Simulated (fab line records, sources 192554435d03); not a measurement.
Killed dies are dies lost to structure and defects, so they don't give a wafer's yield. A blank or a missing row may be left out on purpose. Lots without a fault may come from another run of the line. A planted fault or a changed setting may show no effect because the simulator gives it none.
Chamber matching | flow n5_finfet | N5_PMOS_HMC_CHANNEL_EPI_CMP_21 on cmp-04: 4 sister chambers
The step polishes SiGe30, target thk 54 nm. 4 wafers are shown with their chamber, then 7 later ones without.

WAFERS WITH THEIR CHAMBER
wafer  | chamber | motor_current_A (A)
L087.5 | 1       | 12.0
L089.4 | 3       | 12.9
L094.2 | 0       | 11.5
L094.5 | 2       | 11.4

WAFERS WITHOUT THEIR CHAMBER
wafer  | motor_current_A (A)
L094.6 | 13.5
L096.4 | 11.6
L096.5 | 11.8
L096.6 | 12.2
L097.1 | 11.5
L097.2 | 11.3
L097.5 | 12.0

WHICH CHAMBER EACH WENT THROUGH
wafer  | from the rows above          | in truth
L094.6 | 3                            | 3
L096.4 | can't be placed: 0 or 2 or 1 | 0
L096.5 | can't be placed: 1 or 0 or 2 | 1
L096.6 | can't be placed: 1 or 0 or 3 | 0
L097.1 | can't be placed: 0 or 2 or 1 | 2
L097.2 | can't be placed: 2 or 0      | 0
L097.5 | can't be placed: 1 or 0      | 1
Placed correctly: 1 of 7. Can't be placed from these rows: 6 (the true chamber is among the candidates in 6). Placed wrongly: 0.
How it was worked out, from the rows above alone: a wafer's distance from a chamber is the root of the sum, over the readings, of the square of ((its reading less the chamber's mean) divided by the reading's scatter). The wafer belongs to the nearest chamber; if the next one is less than 2 further off, it can't be placed. A chamber's mean is the mean of its shown wafers. The scatter: with one shown wafer a chamber, the root of the mean of the squares of how far each hidden wafer lies from its nearest shown one.
